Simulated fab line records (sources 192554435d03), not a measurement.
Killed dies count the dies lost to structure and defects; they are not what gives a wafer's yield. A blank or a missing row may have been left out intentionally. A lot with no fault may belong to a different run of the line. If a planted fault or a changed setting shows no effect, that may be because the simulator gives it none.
Split-lot trial + flow n5Finfet + on a route of 1938 steps: 7 lots, 39 wafers read

ABOUT THE SPLIT
At N5_BEOL_M11_ETCH_66 (etches SOC in N2/H2, target depth 120 nm, overetch 24 nm, time 180 s), the setting timeS was moved away from the recipe's 180 s on 15 of the 39 wafers read, by -16.5% to +56.7%. This setting was run at the recipe's value on the other wafers.

Reading taken at the split's own step.

THE READING
SiARC_of_BEOL_M11_COAT_64.thkNm (the simulator's own value, which no gauge read), in nm, at N5_BEOL_M11_ETCH_66 (etches SOC in N2/H2, target depth 120 nm, overetch 24 nm, time 180 s). The file does not state a usual value for it. Here, 24 wafers ran the recipe; their average is 22.9 nm with a standard deviation of 0.35 nm.

| wafer  | tool, chamber at the split | timeS as run, s | against the recipe | SiARC_of_BEOL_M11_COAT_64.thkNm, nm | against lot-mates on the recipe |
|--------|----------------------------|-----------------|--------------------|-------------------------------------|---------------------------------|
| L074.1 | rieDiel-03, 0,0,1          | 180             | recipe             | 22.4                                | -                               |
| L074.4 | rieDiel-03, 0,0,1          | 180             | recipe             | 22.4                                | -                               |
| L074.6 | rieDiel-03, 0,0,1          | 180             | recipe             | 22.4                                | -                               |
| L074.2 | rieDiel-03, 1              | 238.8           | +32.7%             | 20                                  | -2.4                            |
| L074.3 | rieDiel-03, 2              | 238.8           | +32.7%             | 20.4                                | -2.0                            |
| L074.5 | rieDiel-03, 2              | 238.8           | +32.7%             | 20.4                                | -2.0                            |
| L076.1 | rieDiel-06, 2,0,1,0        | 180             | recipe             | 22.8                                | -                               |
| L076.2 | rieDiel-06, 2,0,1,0        | 180             | recipe             | 22.8                                | -                               |
| L076.3 | rieDiel-06, 2,0,1,0        | 180             | recipe             | 22.8                                | -                               |
| L076.6 | rieDiel-06, 2,0,1,0        | 180             | recipe             | 22.8                                | -                               |
| L076.4 | rieDiel-06, 3              | 180             | recipe             | 23.2                                | -                               |
| L076.5 | rieDiel-06, 3              | 180             | recipe             | 23.2                                | -                               |
| L080.1 | rieDiel-03, 1,0            | 207.3           | +15.2%             | 21.4                                | -1.4                            |
| L080.6 | rieDiel-03, 1,0            | 207.3           | +15.2%             | 21.4                                | -1.4                            |
| L080.2 | rieDiel-03, 2              | 207.3           | +15.2%             | 21.6                                | -1.2                            |
| L080.3 | rieDiel-03, 3              | 180             | recipe             | 23                                  | -                               |
| L080.5 | rieDiel-03, 3              | 180             | recipe             | 23                                  | -                               |
| L080.4 | rieDiel-03, 0              | 180             | recipe             | 22.4                                | -                               |
| L083.1 | rieDiel-06, 2              | 180             | recipe             | 22.6                                | -                               |
| L083.2 | rieDiel-06, 0              | 233.8           | +29.9%             | 20.2                                | -2.6                            |
| L083.3 | rieDiel-06, 3              | 180             | recipe             | 23                                  | -                               |
| L083.4 | rieDiel-06, 1              | 180             | recipe             | 22.8                                | -                               |
| L083.5 | rieDiel-06, 2,1            | 233.8           | +29.9%             | 20.4                                | -2.4                            |
| L083.6 | rieDiel-06, 2,1            | 233.8           | +29.9%             | 20.4                                | -2.4                            |
| L085.1 | rieDiel-06, 1              | 180             | recipe             | 22.6                                | -                               |
| L085.2 | rieDiel-06, 0              | 282.1           | +56.7%             | 18.2                                | -4.6                            |
| L085.3 | rieDiel-06, 2              | 282.1           | +56.7%             | 18.4                                | -4.4                            |
| L085.4 | rieDiel-06, 3              | 180             | recipe             | 23                                  | -                               |
| L085.5 | rieDiel-06, 2              | 180             | recipe             | 22.8                                | -                               |
| L085.6 | rieDiel-06, 3              | 282.1           | +56.7%             | 19                                  | -3.8                            |
| L090.1 | rieDiel-04, 0              | 180             | recipe             | 23                                  | -                               |
| L090.2 | rieDiel-04, 1              | 180             | recipe             | 23.6                                | -                               |
| L090.6 | rieDiel-04, 1              | 180             | recipe             | 23.8                                | -                               |
| L094.1 | rieDiel-06, 1,2,1          | 150.3           | -16.5%             | 24                                  | +1.1                            |
| L094.5 | rieDiel-06, 1,2,1          | 150.3           | -16.5%             | 24                                  | +1.1                            |
| L094.6 | rieDiel-06, 1,2,1          | 150.3           | -16.5%             | 24                                  | +1.1                            |
| L094.2 | rieDiel-06, 3              | 180             | recipe             | 23.2                                | -                               |
| L094.3 | rieDiel-06, 2              | 180             | recipe             | 22.8                                | -                               |
| L094.4 | rieDiel-06, 0              | 180             | recipe             | 22.6                                | -                               |
If several chambers appear in one row, that row covers several wafers at once and the file leaves open which wafer was in which chamber.

FIT RESULTS
A straight line over all 39 wafers: SiARC_of_BEOL_M11_COAT_64.thkNm changes by -0.0778 nm for each +1% of timeS; r = -0.98; the points scatter about the line by 0.32 nm.
The same after taking each lot's own level away (the mean of its wafers on the recipe; 39 wafers): -0.0742 nm for each +1%; r = -0.99; scatter 0.25 nm.
That fit puts the effect of the largest move of timeS on the reading at 4.2 nm.
The lots' own levels span 22.40 to 23.47 nm, that is 3.0 times the standard deviation above.
Consequently the slope shifts little with the lot-to-lot level, the two slopes agreeing.
Check: -4.15 nm against its lot-mates is what the line predicts for one of the wafers moved furthest among these (+56.7%) when that wafer is left out of the fit. It came out at -4.6 nm against them.

ADDITIONAL SPLITS CARRIED BY THESE WAFERS
Note: prior to the reading, these wafers also went through further splits. Each is held against what the fit with the lots' levels taken away leaves over:
| other split on the same wafers   | wafers away from the commonest value | r with SiARC_of_BEOL_M11_COAT_64.thkNm (lot level and that fit taken away) |
|----------------------------------|--------------------------------------|----------------------------------------------------------------------------|
| N5_FIN_CUT_CUT_ETCH_26 timeS     | 12                                   | +0.06                                                                      |
| N5_SD_EPI_P_ETCH_16 targetDepthA | 12                                   | -0.23                                                                      |
| N5_BEOL_M0_DEP_125 timeS         | 15                                   | -0.02                                                                      |
| N5_BEOL_M2_DEP_57 timeS          | 15                                   | -0.10                                                                      |

THE FILE'S OWN FIT
SiARC_of_BEOL_M11_COAT_64.thkNm changes by -0.0747 nm for each +1% of timeS, r = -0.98.
